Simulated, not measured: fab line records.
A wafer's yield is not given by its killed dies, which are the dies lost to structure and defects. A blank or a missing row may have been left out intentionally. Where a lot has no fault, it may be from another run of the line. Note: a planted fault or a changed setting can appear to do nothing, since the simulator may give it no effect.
fab line records | flow nand_harc | part 1 of 2: steps 1 to 28 of 45
record: lots: 5 | wafers: 15 | last_day: 33
route steps=1302 shown P_STI@76 P_GATE@110
lots untouched by any fault: they come from a run of this same line in which no faults occurred
start_h: hours from the record's opening day to when the first of the lot's shown wafers began | wait_h: how many hours have passed since the lot's step before this one | " as in the row above | L1.1+2: several wafers, shown together as one row | - value missing, or start not given | * or withheld: withheld | < > ~ a bound
route shown NAME@n: names a module that has steps shown in the file, with the first one's number in the route | usual: average and standard deviation across the fault-free wafers | same: alike in all rows | chamber/n: place in a boat | sites: readings site by site | _std_site: how widely they spread, as a standard deviation | _edge_site: inner sites' mean taken away from outer sites' mean | radius_mm: how far each site lies from the wafer's centre | mask NAME#n: copy n | behind: the tool/chamber that last shaped the wafer | hold: reason for holding the lot/hours on hold/outcome of the hold | device: whichever transistor did not switch (one of n, p or np) | end of line: the same wafers' tests at the end of the route | a step given without rows: its recipe and nothing more | killed: dies lost to structure and defects at the first sort, not the wafer's yield | map: shows each die of a wafer: x if killed, . if not, _ if none is there
set.NAME: the setting as run; set.NAME@STEP: as run at that earlier step | model.NAME: the simulator's own value behind a step, which no gauge read
lots at selected steps of the route; one table per step, one row per wafer
services: from which hour (start_h, from the record's first day; less than 0 if before it) a tool's chamber was out of use, for how many hours, and why
== steps ==
step: NHARC_P_STI_COAT_41
recipe: temp_c: 200 | time_s: 65
lot.wafer  | tool           | chamber | start_h | wait_h
L076.3+4+5 | litho_track-02 | 0       | -       | -
L086.2+3+4 | litho_track-05 | 0       | -       | -
L089.1+2+5 | litho_track-05 | 0       | -       | -
L094.4+5+6 | litho_track-05 | 0       | -       | -
L097.1+4+6 | litho_track-05 | 0       | -       | -
step: NHARC_P_STI_COAT_03
recipe: spin_rpm: 2000 | resist_thk_nm: 600
lot.wafer  | tool           | chamber | start_h | wait_h
L076.3+4+5 | litho_track-02 | 0       | -       | -
L086.2+3+4 | litho_track-05 | 0       | -       | -
L089.1+2+5 | litho_track-05 | 0       | -       | -
L094.4+5+6 | litho_track-05 | 0       | -       | -
L097.1+4+6 | litho_track-05 | 0       | -       | -
step: NHARC_P_STI_SOFTBAKE_04
recipe: temp_c: 125 | time_s: 70
lot.wafer  | tool           | chamber | start_h | wait_h
L076.3+4+5 | litho_track-02 | 0       | -       | -
L086.2+3+4 | litho_track-05 | 0       | -       | -
L089.1+2+5 | litho_track-05 | 0       | -       | -
L094.4+5+6 | litho_track-05 | 0       | -       | -
L097.1+4+6 | litho_track-05 | 0       | -       | -
step: NHARC_P_STI_EBR_05
lot.wafer  | tool           | chamber | start_h | wait_h
L076.3+4+5 | litho_track-02 | 0       | -       | -
L086.2+3+4 | litho_track-05 | 0       | -       | -
L089.1+2+5 | litho_track-05 | 0       | -       | -
L094.4+5+6 | litho_track-05 | 0       | -       | -
L097.1+4+6 | litho_track-05 | 0       | -       | -
step: NHARC_P_STI_EXPOSE_06
recipe: na: 0.55 | target_cd_nm: 200 | dose_mj: 37.69 | mask_id: P_STI
same: na: 0.55
lot.wafer  | tool           | chamber | start_h | wait_h | mask
L076.3+4+5 | krf_scanner-04 | 0       | 64.92   | -      | P_STI#0
L086.2+3+4 | krf_scanner-04 | 0       | 164.79  | -      | P_STI#0
L089.1+2+5 | krf_scanner-04 | 0       | 194.43  | -      | P_STI#0
L094.4+5+6 | krf_scanner-03 | 0       | 245.00  | -      | P_STI#0
L097.1+4+6 | krf_scanner-03 | 0       | 273.63  | -      | P_STI#0
step: NHARC_P_STI_PEB_07
recipe: peb_temp_c: 128 | peb_time_s: 80
lot.wafer  | tool           | chamber | start_h | wait_h
L076.3+4+5 | litho_track-03 | 0       | 64.98   | 0.1
L086.2+3+4 | litho_track-03 | 0       | 164.85  | 0.1
L089.1+2+5 | litho_track-05 | 0       | 194.50  | 0.1
L094.4+5+6 | litho_track-03 | 0       | 245.05  | 0.0
L097.1+4+6 | litho_track-02 | 0       | 273.70  | 0.1
step: NHARC_P_STI_DEVELOP_08
recipe: time_s: 50 | dev_temp_c: 22
lot.wafer  | tool           | chamber | start_h | wait_h
L076.3+4+5 | litho_track-03 | 0       | -       | -
L086.2+3+4 | litho_track-03 | 0       | -       | -
L089.1+2+5 | litho_track-05 | 0       | -       | -
L094.4+5+6 | litho_track-03 | 0       | -       | -
L097.1+4+6 | litho_track-02 | 0       | -       | -
step: NHARC_P_STI_CD_MEAS_09
recipe: target_cd_nm: 200 | landing_energy_ev: 500
usual: cd_nm: 200.5/2.1
lot.wafer | tool      | chamber | start_h | wait_h | cd_nm
L076.3    | cd_sem-01 | 0       | 65.07   | -      | 195.1
L076.4    | "         | 0       | "       | "      | 199.9
L076.5    | "         | 0       | "       | "      | 200.0
L086.2    | cd_sem-01 | 0       | 164.94  | -      | 198.9
L086.3    | "         | 0       | "       | "      | 203.4
L086.4    | "         | 0       | "       | "      | 199.4
L089.1    | cd_sem-01 | 0       | 194.58  | -      | 200.7
L089.2    | "         | 0       | "       | "      | 198.1
L089.5    | "         | 0       | "       | "      | 198.6
L094.4    | cd_sem-03 | 0       | 245.14  | -      | 201.6
L094.5    | "         | 0       | "       | "      | 200.8
L094.6    | "         | 0       | "       | "      | 200.6
L097.1    | cd_sem-02 | 0       | 273.79  | -      | 203.1
L097.4    | "         | 0       | "       | "      | 202.0
L097.6    | "         | 0       | "       | "      | 201.0
step: NHARC_P_STI_OVL_MEAS_10
usual: overlay_x_nm: 1/5 | overlay_y_nm: 0/6
lot.wafer | tool       | chamber | start_h | wait_h | overlay_x_nm | overlay_y_nm
L076.3    | overlay-01 | -       | 65.15   | -      | -6           | 4
L076.4    | "          | -       | "       | "      | -6           | 4
L076.5    | "          | -       | "       | "      | -5           | 4
L086.2    | overlay-01 | -       | 165.03  | -      | 10           | -1
L086.3    | "          | -       | "       | "      | 10           | -2
L086.4    | "          | -       | "       | "      | 10           | -1
L089.1    | overlay-02 | -       | 194.67  | -      | 0            | 0
L089.2    | "          | -       | "       | "      | 1            | 0
L089.5    | "          | -       | "       | "      | 0            | 0
L094.4    | overlay-02 | -       | 245.22  | -      | 2            | -7
L094.5    | "          | -       | "       | "      | 2            | -7
L094.6    | "          | -       | "       | "      | 2            | -7
L097.1    | overlay-02 | -       | 273.88  | -      | -7           | 2
L097.4    | "          | -       | "       | "      | -7           | 3
L097.6    | "          | -       | "       | "      | -7           | 3
step: NHARC_P_STI_INSPECT_11
usual: raw_defect_count: 6/3.1
lot.wafer | tool              | chamber | start_h | wait_h | raw_defect_count
L076.3    | defect_inspect-01 | -       | 65.19   | 0.0    | 8
L076.4    | "                 | -       | "       | "      | 9
L076.5    | "                 | -       | "       | "      | 5
L086.2    | defect_inspect-02 | -       | 165.06  | 0.0    | 3
L086.3    | "                 | -       | "       | "      | 9
L086.4    | "                 | -       | "       | "      | 7
L089.1    | defect_inspect-01 | -       | 194.71  | 0.0    | 5
L089.2    | "                 | -       | "       | "      | 7
L089.5    | "                 | -       | "       | "      | 7
L094.4    | defect_inspect-01 | -       | 245.26  | 0.0    | 6
L094.5    | "                 | -       | "       | "      | 7
L094.6    | "                 | -       | "       | "      | 3
L097.1    | defect_inspect-01 | -       | 273.91  | 0.0    | 4
L097.4    | "                 | -       | "       | "      | 7
L097.6    | "                 | -       | "       | "      | 5
step: NHARC_P_STI_HARDBAKE_13
recipe: temp_c: 118 | time_s: 65
lot.wafer  | tool           | chamber | start_h | wait_h
L076.3+4+5 | litho_track-05 | 0       | 65.25   | 0.1
L086.2+3+4 | litho_track-03 | 0       | 165.12  | 0.1
L089.1+2+5 | litho_track-05 | 0       | 194.76  | 0.1
L094.4+5+6 | litho_track-05 | 0       | 245.32  | 0.1
L097.1+4+6 | litho_track-05 | 0       | 273.97  | 0.1
step: NHARC_P_STI_DESCUM_14
recipe: time_s: 3 | o2_flow_sccm: 200 | ar_flow_sccm: 0 | bias_power_w: 0 | chemistry: O2
usual: drypump_motor_current_A: 5.7/0.52 | oes_product_au: 1.002/0.0087 | rf_vpp_V: 57.9/0.89 | showerhead_plenum_p_Torr: 1.90/0.08 | throttle_valve_pct: 11.311/0.0095
lot.wafer | tool        | chamber | start_h | wait_h | drypump_motor_current_A | oes_product_au | rf_hours_counter_h | rf_vpp_V | showerhead_plenum_p_Torr | throttle_valve_pct
L076.4    | rie_diel-08 | 0       | 65.33   | -      | 6.3                     | 1.014          | 1                  | 58.8     | 1.91                     | 11.284
L076.3    | "           | 1       | "       | "      | 5.0                     | 1.016          | 1                  | 58.0     | 1.89                     | 11.298
L076.5    | "           | 0       | "       | "      | 6.3                     | 1.016          | -                  | 58.5     | 1.91                     | 11.305
L086.4    | rie_diel-02 | 0       | 165.21  | -      | 5.7                     | 1.020          | 7                  | 58.0     | 1.81                     | 11.317
L086.3    | "           | 1       | "       | "      | 5.2                     | 1.005          | 7                  | 56.8     | 1.80                     | 11.319
L086.2    | "           | 2       | "       | "      | 5.7                     | 1.012          | 6                  | 58.2     | 1.98                     | 11.305
L089.1    | rie_diel-06 | 0       | 194.85  | -      | 6.1                     | 1.018          | 4                  | 58.9     | 1.80                     | 11.307
L089.2    | "           | 2       | "       | "      | 4.7                     | 1.006          | 6                  | 59.6     | 1.87                     | 11.303
L089.5    | "           | 3       | "       | "      | 5.5                     | 0.996          | -                  | 57.2     | 2.02                     | 11.326
L094.4    | rie_diel-08 | 2       | 245.43  | -      | 4.9                     | 1.001          | -                  | 57.8     | 1.84                     | 11.314
L094.5    | "           | 3       | "       | "      | 5.9                     | 0.994          | -                  | 59.6     | 2.04                     | 11.327
L094.6    | "           | 0       | "       | "      | 6.3                     | 0.988          | -                  | 57.2     | 1.91                     | 11.297
L097.4    | rie_diel-06 | 2       | 274.06  | -      | 4.7                     | 1.014          | 12                 | 57.6     | 1.87                     | 11.322
L097.1    | "           | 3       | "       | "      | 5.5                     | 1.012          | 10                 | 59.8     | 2.02                     | 11.319
L097.6    | "           | 2       | "       | "      | 4.7                     | 1.005          | -                  | 57.4     | 1.87                     | 11.315
step: NHARC_P_STI_ETCH_42
recipe: target_depth_a: 800 | overetch_a: 240 | time_s: 61 | ion_energy_ev: 200 | n2_flow_sccm: 150 | h2_flow_sccm: 150 | ar_flow_sccm: 0 | rf_w: 400 | bias_w: 150 | chemistry: N2/H2
usual: drypump_motor_current_A: 5.6/0.53 | h2_flow_sccm: 150.0/0.44 | oes_product_au: 1.000/0.0095 | rf_vpp_V: 429.9/2.5 | showerhead_plenum_p_Torr: 2.02/0.088 | throttle_valve_pct: 14.172/0.0092
lot.wafer | tool        | chamber | start_h | wait_h | drypump_motor_current_A | h2_flow_sccm | oes_product_au | rf_hours_counter_h | rf_vpp_V | showerhead_plenum_p_Torr | throttle_valve_pct
L076.3    | rie_diel-08 | 1       | 65.42   | 0.1    | 5.0                     | 150.2        | 1.022          | 1                  | 430.2    | 2.02                     | 14.180
L076.4    | "           | 2       | "       | "      | 4.9                     | 150.0        | 0.996          | 1                  | 429.7    | 1.97                     | 14.169
L076.5    | "           | 3       | "       | "      | 5.9                     | 149.0        | 0.986          | -                  | 434.4    | 2.18                     | 14.152
L086.3    | rie_diel-02 | 1       | 165.29  | 0.1    | 5.2                     | 149.8        | 0.989          | 7                  | 427.2    | 1.91                     | 14.169
L086.2    | "           | 2       | "       | "      | 5.8                     | 150.2        | 0.991          | 6                  | 433.0    | 2.12                     | 14.166
L086.4    | "           | 3       | "       | "      | 6.3                     | 150.3        | 0.989          | 6                  | 431.9    | 2.09                     | 14.178
L089.2    | rie_diel-06 | 0       | 194.94  | 0.1    | 6.1                     | 149.9        | 1.007          | 4                  | 426.0    | 1.91                     | 14.172
L089.1    | "           | 1       | "       | "      | 5.7                     | 149.4        | 0.986          | 5                  | 430.6    | 1.99                     | 14.186
L089.5    | "           | 2       | "       | "      | 4.7                     | 150.0        | 0.995          | -                  | 429.1    | 1.99                     | 14.165
L094.5    | rie_diel-08 | 0       | 245.52  | 0.1    | 6.3                     | 151.2        | 1.005          | -                  | 432.1    | 2.03                     | 14.171
L094.6    | "           | 2       | "       | "      | 4.9                     | 150.0        | 0.999          | -                  | 428.2    | 1.96                     | 14.159
L094.4    | "           | 3       | "       | "      | 5.9                     | 150.0        | 0.987          | -                  | 433.5    | 2.18                     | 14.174
L097.4    | rie_diel-06 | 3       | 274.13  | 0.1    | 5.5                     | 150.0        | 0.999          | 10                 | 433.5    | 2.16                     | 14.167
L097.1    | "           | 2       | "       | "      | 4.7                     | 149.7        | 1.008          | 12                 | 428.2    | 1.99                     | 14.173
L097.6    | "           | 3       | "       | "      | 5.5                     | 150.1        | 0.998          | -                  | 434.0    | 2.15                     | 14.160
step: NHARC_P_STI_ETCH_31
recipe: target_depth_a: 1089 | time_s: 54.5 | cf4_flow_sccm: 100 | chf3_flow_sccm: 30 | ar_flow_sccm: 0 | rf_w: 500 | bias_w: 200 | chemistry: CF4/CHF3
usual: drypump_motor_current_A: 5.6/0.52 | oes_product_au: 0.960/0.018 | rf_vpp_V: 370.2/2.1 | showerhead_plenum_p_Torr: 1.56/0.062 | throttle_valve_pct: 16.803/0.009
lot.wafer | tool        | chamber | start_h | wait_h | drypump_motor_current_A | oes_product_au | rf_hours_counter_h | rf_vpp_V | showerhead_plenum_p_Torr | throttle_valve_pct
L076.3    | rie_diel-08 | 2       | -       | -      | 4.9                     | 0.962          | 1                  | 369.2    | 1.52                     | 16.793
L076.4    | "           | 3       | "       | "      | 5.9                     | 0.940          | 2                  | 373.1    | 1.67                     | 16.811
L076.5    | "           | 1       | "       | "      | 4.9                     | 1.001          | -                  | 369.3    | 1.56                     | 16.786
L086.3    | rie_diel-02 | 0       | -       | -      | 5.7                     | 0.965          | 7                  | 367.9    | 1.49                     | 16.818
L086.2    | "           | 1       | "       | "      | 5.2                     | 0.960          | 7                  | 367.4    | 1.48                     | 16.796
L086.4    | "           | 2       | "       | "      | 5.7                     | 0.969          | 6                  | 372.3    | 1.63                     | 16.815
L089.1    | rie_diel-06 | 0       | -       | -      | 6.1                     | 0.946          | 4                  | 367.8    | 1.48                     | 16.799
L089.2    | "           | 3       | "       | "      | 5.5                     | 0.948          | 5                  | 374.7    | 1.66                     | 16.809
L089.5    | "           | 0       | "       | "      | 6.1                     | 0.962          | -                  | 367.5    | 1.48                     | 16.808
L094.5    | rie_diel-08 | 3       | -       | -      | 5.9                     | 0.947          | -                  | 373.0    | 1.67                     | 16.789
L094.4    | "           | 0       | "       | "      | 6.3                     | 0.959          | -                  | 371.0    | 1.57                     | 16.786
L094.6    | "           | 2       | "       | "      | 4.9                     | 0.960          | -                  | 369.9    | 1.52                     | 16.797
L097.4    | rie_diel-06 | 0       | -       | -      | 6.1                     | 0.972          | 11                 | 367.4    | 1.48                     | 16.791
L097.1    | "           | 2       | "       | "      | 4.8                     | 0.966          | 12                 | 370.0    | 1.54                     | 16.803
L097.6    | "           | 1       | "       | "      | 5.7                     | 0.971          | -                  | 371.1    | 1.54                     | 16.797
step: NHARC_P_STI_ETCH_15
recipe: target_depth_a: 3000 | taper_deg: 4 | time_s: 100.1 | hbr_flow_sccm: 150 | cl2_flow_sccm: 50 | rf_w: 400 | icp_w: 400 | bias_w: 100 | chemistry: HBr/Cl2
usual: drypump_motor_current_A: 5.70/0.23 | mfc_cl2_sccm: 50.03/0.15 | oes_product_au: 0.999/0.01 | throttle_valve_pct: 26.405/0.009
lot.wafer | tool      | chamber | start_h | wait_h | drypump_motor_current_A | mfc_cl2_sccm | oes_product_au | rf_hours_counter_h | throttle_valve_pct
L076.3    | rie_si-04 | 3       | 65.63   | -      | 5.39                    | 49.89        | 0.991          | 0.4                | 26.414
L076.4    | "         | 0       | "       | "      | 5.50                    | 50.15        | 1.007          | 0.5                | 26.403
L076.5    | "         | 2       | "       | "      | 5.99                    | 50.13        | 0.985          | -                  | 26.402
L086.4    | rie_si-06 | 2       | 165.48  | -      | 5.83                    | 49.90        | 0.998          | 0.6                | 26.401
L086.2    | "         | 3       | "       | "      | 5.75                    | 50.17        | 0.982          | 0.5                | 26.409
L086.3    | "         | 0       | "       | "      | 5.60                    | 50.06        | 1.003          | 0.5                | 26.394
L089.2    | rie_si-06 | 2       | 195.12  | -      | 5.84                    | 50.25        | 0.991          | 0.8                | 26.398
L089.1    | "         | 0       | "       | "      | 5.63                    | 50.12        | 1.016          | 0.7                | 26.393
L089.5    | "         | 2       | "       | "      | 5.84                    | 50.26        | 0.995          | -                  | 26.404
L094.4    | rie_si-01 | 0       | 245.74  | -      | 5.78                    | 50.15        | 0.998          | 0.3                | 26.409
L094.6    | "         | 2       | "       | "      | 5.63                    | 50.05        | 0.979          | -                  | 26.392
L094.5    | "         | 3       | "       | "      | 5.23                    | 50.12        | 0.985          | -                  | 26.406
L097.1    | rie_si-06 | 3       | 274.35  | -      | 5.79                    | 49.85        | 0.992          | 0.1                | 26.403
L097.4    | "         | 0       | "       | "      | 5.57                    | 49.87        | 1.016          | 0.1                | 26.412
L097.6    | "         | 1       | "       | "      | 5.55                    | 50.34        | 1.002          | -                  | 26.424
step: NHARC_P_STI_CD_MEAS_16
usual: cd_nm: 199.8/2.2
lot.wafer | tool      | chamber | start_h | wait_h | cd_nm
L076.3    | cd_sem-02 | -       | 65.77   | -      | 195.6
L076.4    | "         | -       | "       | "      | 199.9
L076.5    | "         | -       | "       | "      | 199.5
L086.2    | cd_sem-03 | -       | 165.64  | -      | 198.0
L086.3    | "         | -       | "       | "      | 202.5
L086.4    | "         | -       | "       | "      | 199.9
L089.1    | cd_sem-02 | -       | 195.28  | -      | 199.7
L089.2    | "         | -       | "       | "      | 197.5
L089.5    | "         | -       | "       | "      | 197.4
L094.4    | cd_sem-02 | -       | 245.88  | -      | 200.4
L094.5    | "         | -       | "       | "      | 200.4
L094.6    | "         | -       | "       | "      | 200.4
L097.1    | cd_sem-03 | -       | 274.48  | -      | 203.2
L097.4    | "         | -       | "       | "      | 200.6
L097.6    | "         | -       | "       | "      | 201.3
step: NHARC_P_STI_OCD_MEAS_17
usual: trench_depth_nm: 300/4.3 | trench_foot_cd_nm: 158.5/2.1
lot.wafer | tool   | chamber | start_h | wait_h | trench_depth_nm | trench_foot_cd_nm
L076.3    | ocd-01 | -       | 65.85   | 0.1    | 299             | 153.5
L076.4    | "      | -       | "       | "      | 305             | 157.5
L076.5    | "      | -       | "       | "      | 296             | 158.5
L086.2    | ocd-02 | -       | 165.73  | 0.1    | 292             | 158.6
L086.3    | "      | -       | "       | "      | 303             | 160.6
L086.4    | "      | -       | "       | "      | 299             | 157.3
L089.1    | ocd-01 | -       | 195.36  | 0.1    | 305             | 158.0
L089.2    | "      | -       | "       | "      | 296             | 157.0
L089.5    | "      | -       | "       | "      | 298             | 156.5
L094.4    | ocd-02 | -       | 245.96  | 0.1    | 300             | 159.6
L094.5    | "      | -       | "       | "      | 297             | 159.6
L094.6    | "      | -       | "       | "      | 290             | 160.4
L097.1    | ocd-01 | -       | 274.57  | 0.1    | 297             | 160.9
L097.4    | "      | -       | "       | "      | 302             | 158.8
L097.6    | "      | -       | "       | "      | 301             | 159.6
step: NHARC_P_STI_STRIP_19
recipe: time_s: 900 | temp_c: 130 | chemistry: SPM
usual: bath_guard_temp_C: 130.0/0.5
lot.wafer | tool         | chamber | start_h | wait_h | bath_guard_temp_C
L076.4    | wet_bench-09 | 1       | 65.90   | 0.0    | 130.2
L076.5    | "            | 2       | "       | "      | 129.9
L076.3    | "            | 5       | "       | "      | 129.8
L086.2    | wet_bench-09 | 7       | 165.79  | 0.1    | 130.6
L086.3    | "            | 0       | "       | "      | 129.8
L086.4    | "            | 3       | "       | "      | 129.8
L089.2    | wet_bench-09 | 3       | 195.42  | 0.1    | 129.7
L089.5    | "            | 7       | "       | "      | 130.5
L089.1    | "            | 0       | "       | "      | 130.0
L094.5    | wet_bench-09 | 7       | 246.02  | 0.1    | 130.7
L094.6    | "            | 1       | "       | "      | 130.0
L094.4    | "            | 3       | "       | "      | 129.7
L097.6    | wet_bench-01 | 4       | 274.63  | 0.0    | 130.4
L097.1    | "            | 7       | "       | "      | 130.5
L097.4    | "            | 1       | "       | "      | 130.4
step: NHARC_P_STI_PRECLEAN_32
recipe: time_s: * | temp_c: 50 | bath_age_min: 0 | chemistry: SC1
usual: bath_guard_temp_C: 50.0/0.48
lot.wafer | tool         | chamber | start_h | wait_h | bath_guard_temp_C
L076.4    | wet_bench-09 | 1       | -       | -      | 49.8
L076.5    | "            | 2       | "       | "      | 50.0
L076.3    | "            | 5       | "       | "      | 49.1
L086.2    | wet_bench-09 | 7       | -       | -      | 50.7
L086.3    | "            | 0       | "       | "      | 49.7
L086.4    | "            | 3       | "       | "      | 49.8
L089.2    | wet_bench-09 | 3       | -       | -      | 49.6
L089.5    | "            | 7       | "       | "      | 50.6
L089.1    | "            | 0       | "       | "      | 50.0
L094.5    | wet_bench-09 | 7       | -       | -      | 50.7
L094.6    | "            | 1       | "       | "      | 49.7
L094.4    | "            | 3       | "       | "      | 49.7
L097.6    | wet_bench-01 | 4       | -       | -      | 50.4
L097.1    | "            | 7       | "       | "      | 50.2
L097.4    | "            | 1       | "       | "      | 49.8
step: NHARC_P_STI_SRD_23
lot.wafer  | tool         | chamber | start_h | wait_h
L076.4+5+3 | wet_bench-09 | 1,2,5   | -       | -
L086.2+3+4 | wet_bench-09 | 7,0,3   | -       | -
L089.2+5+1 | wet_bench-09 | 3,7,0   | -       | -
L094.5+6+4 | wet_bench-09 | 7,1,3   | -       | -
L097.6+1+4 | wet_bench-01 | 4,7,1   | -       | -
step: NHARC_P_STI_OCD_MEAS_43
usual: trench_depth_nm: 300/4.3 | trench_foot_cd_nm: 158.5/2.2
lot.wafer | tool   | chamber | start_h | wait_h | trench_depth_nm | trench_foot_cd_nm
L076.3    | ocd-02 | -       | 66.38   | -      | 299             | 153.8
L076.4    | "      | -       | "       | "      | 304             | 158.0
L076.5    | "      | -       | "       | "      | 295             | 159.2
L086.2    | ocd-01 | -       | 166.24  | -      | 292             | 158.1
L086.3    | "      | -       | "       | "      | 303             | 161.0
L086.4    | "      | -       | "       | "      | 299             | 157.8
L089.1    | ocd-02 | -       | 195.88  | -      | 305             | 157.6
L089.2    | "      | -       | "       | "      | 297             | 157.2
L089.5    | "      | -       | "       | "      | 299             | 157.0
L094.4    | ocd-01 | -       | 246.48  | -      | 300             | 159.8
L094.5    | "      | -       | "       | "      | 296             | 159.5
L094.6    | "      | -       | "       | "      | 290             | 160.2
L097.1    | ocd-02 | -       | 275.08  | -      | 296             | 161.3
L097.4    | "      | -       | "       | "      | 302             | 159.0
L097.6    | "      | -       | "       | "      | 301             | 158.9
step: NHARC_P_STI_OXIDE_33
recipe: target_thk_a: 100 | temp_c: 1000 | ox_time_s: 281 | material: SiO2
usual: zone_power_centre_pct: 22.4/1.7 | zone_power_lower_pct: 23.7/2.1
lot.wafer | tool       | chamber | start_h | wait_h | zone_power_centre_pct | zone_power_lower_pct
L076.3    | furnace-04 | 0       | 70.07   | 3.7    | 24.3                  | 25.3
L076.4    | "          | 0       | "       | "      | 24.3                  | 25.0
L076.5    | "          | 0       | "       | "      | 24.3                  | 25.4
L086.2    | furnace-04 | 0       | 170.46  | 4.2    | 24.1                  | 25.0
L086.3    | "          | 0       | "       | "      | 24.0                  | 25.3
L086.4    | "          | 0       | "       | "      | 24.5                  | 25.7
L089.1    | furnace-04 | 0       | 199.57  | 3.7    | 24.0                  | 25.3
L089.2    | "          | 0       | "       | "      | 24.2                  | 25.5
L089.5    | "          | 0       | "       | "      | 24.2                  | 25.2
L094.4    | furnace-08 | 0       | 250.53  | 4.1    | 21.6                  | 20.2
L094.5    | "          | 0       | "       | "      | 21.6                  | 20.4
L094.6    | "          | 0       | "       | "      | 21.5                  | 19.6
L097.1    | furnace-05 | 0       | 278.07  | 3.0    | 20.2                  | 24.9
L097.4    | "          | 0       | "       | "      | 20.2                  | 24.5
L097.6    | "          | 0       | "       | "      | 20.4                  | 24.3
step: NHARC_P_STI_HDPCVD_20
recipe: target_thk_a: withheld | sigma_open_frac: withheld | material: SiO2
lot.wafer  | tool      | chamber | start_h | wait_h
L076.4+3+5 | hdpcvd-01 | 0,1,0   | 75.07   | 0.5
L086.2+4+3 | hdpcvd-01 | 1,0,1   | 175.28  | 0.5
L089.2+1+5 | hdpcvd-01 | 0,1,1   | 204.28  | 0.4
L094.4+5+6 | hdpcvd-01 | 1,0,1   | 255.52  | 0.6
L097.1+4+6 | hdpcvd-01 | 1,1,0   | 289.93  | 7.5
step: NHARC_P_STI_ANNEAL_34
recipe: temp_c: 1000 | time_s: 1800
usual: zone_power_centre_pct: 22.4/1.6 | zone_power_lower_pct: 23.3/2.3
lot.wafer | tool       | chamber | start_h | wait_h | zone_power_centre_pct | zone_power_lower_pct
L076.3    | furnace-05 | 0       | 80.71   | 5.5    | 20.6                  | 24.3
L076.4    | "          | 0       | "       | "      | 20.7                  | 24.9
L076.5    | "          | 0       | "       | "      | 20.7                  | 24.6
L086.2    | furnace-08 | 0       | 181.44  | 6.1    | 21.4                  | 20.3
L086.3    | "          | 0       | "       | "      | 21.2                  | 20.0
L086.4    | "          | 0       | "       | "      | 21.7                  | 19.9
L089.1    | furnace-08 | 0       | 208.03  | 3.6    | 21.4                  | 20.3
L089.2    | "          | 0       | "       | "      | 21.5                  | 20.5
L089.5    | "          | 0       | "       | "      | 21.5                  | 19.8
L094.4    | furnace-08 | 0       | 259.45  | 3.8    | 21.4                  | 19.8
L094.5    | "          | 0       | "       | "      | 21.6                  | 20.2
L094.6    | "          | 0       | "       | "      | 21.5                  | 19.9
L097.1    | furnace-04 | 0       | 293.60  | 3.6    | 24.3                  | 24.9
L097.4    | "          | 0       | "       | "      | 24.4                  | 24.9
L097.6    | "          | 0       | "       | "      | 23.6                  | 25.8
step: NHARC_P_STI_CMP_21
recipe: t_overpolish_s: 20 | target_thk_nm: 380.67
usual: motor_current_A: 12.0/0.97 | overpolish_run_s: 20.000/0.0093
lot.wafer | tool   | chamber | start_h | wait_h | motor_current_A | overpolish_run_s
L076.3    | cmp-03 | 3       | 85.55   | 0.4    | 12.7            | 19.990
L076.4    | "      | 0       | "       | "      | 11.4            | 19.993
L076.5    | "      | 3       | "       | "      | 12.2            | 19.997
L086.4    | cmp-02 | 0       | 186.33  | 0.4    | 11.1            | 20.008
L086.3    | "      | 2       | "       | "      | 13.1            | 20.003
L086.2    | "      | 3       | "       | "      | 11.9            | 19.999
L089.2    | cmp-03 | 1       | 212.99  | 0.4    | 13.1            | 19.991
L089.1    | "      | 3       | "       | "      | 12.5            | 19.994
L089.5    | "      | 1       | "       | "      | 13.0            | 19.996
L094.4    | cmp-01 | 1       | 264.43  | 0.4    | 12.8            | 19.983
L094.6    | "      | 2       | "       | "      | 12.6            | 19.992
L094.5    | "      | 3       | "       | "      | 10.6            | 20.019
L097.4    | cmp-03 | 2       | 298.47  | 0.4    | 10.6            | 20.006
L097.1    | "      | 0       | "       | "      | 12.0            | 20.001
L097.6    | "      | 2       | "       | "      | 10.8            | 19.989
step: NHARC_P_STI_SRD_35
lot.wafer  | tool         | chamber | start_h | wait_h
L076.3+5+4 | wet_bench-09 | 2,3,4   | 85.83   | 0.0
L086.2+3+4 | wet_bench-01 | 2,3,4   | 186.63  | 0.0
L089.2+1+5 | wet_bench-05 | 5,6,2   | 213.27  | 0.0
L094.4+6+5 | wet_bench-01 | 7,0,3   | 264.66  | 0.0
L097.4+1+6 | wet_bench-09 | 4,5,7   | 298.77  | 0.0
step: NHARC_P_STI_ETCH_36
recipe: target_depth_a: 388 | chemistry: dHF | material: SiO2
lot.wafer  | tool         | chamber | start_h | wait_h
L076.3+5+4 | wet_bench-09 | 2,3,4   | 85.85   | 0.0
L086.2+3+4 | wet_bench-01 | 2,3,4   | 186.65  | 0.0
L089.2+1+5 | wet_bench-05 | 5,6,2   | 213.30  | 0.0
L094.4+6+5 | wet_bench-01 | 7,0,3   | 264.69  | 0.0
L097.4+1+6 | wet_bench-09 | 4,5,7   | 298.82  | 0.0
step: NHARC_P_STI_STRIP_24
recipe: temp_c: 160 | chemistry: H3PO4 | material: Si3N4
usual: bath_guard_temp_C: 159.9/0.57
lot.wafer | tool         | chamber | start_h | wait_h | bath_guard_temp_C
L076.3    | wet_bench-09 | 2       | 85.87   | 0.0    | 160.4
L076.5    | "            | 3       | "       | "      | 159.4
L076.4    | "            | 4       | "       | "      | 160.2
L086.2    | wet_bench-01 | 2       | 186.66  | 0.0    | 160.6
L086.3    | "            | 3       | "       | "      | 160.4
L086.4    | "            | 4       | "       | "      | 160.5
L089.2    | wet_bench-05 | 5       | 213.31  | 0.0    | 160.6
L089.1    | "            | 6       | "       | "      | 159.7
L089.5    | "            | 2       | "       | "      | 159.0
L094.4    | wet_bench-01 | 7       | 264.70  | 0.0    | 160.3
L094.6    | "            | 0       | "       | "      | 160.5
L094.5    | "            | 3       | "       | "      | 160.7
L097.4    | wet_bench-09 | 4       | 298.85  | 0.0    | 160.0
L097.1    | "            | 5       | "       | "      | 159.7
L097.6    | "            | 7       | "       | "      | 160.1
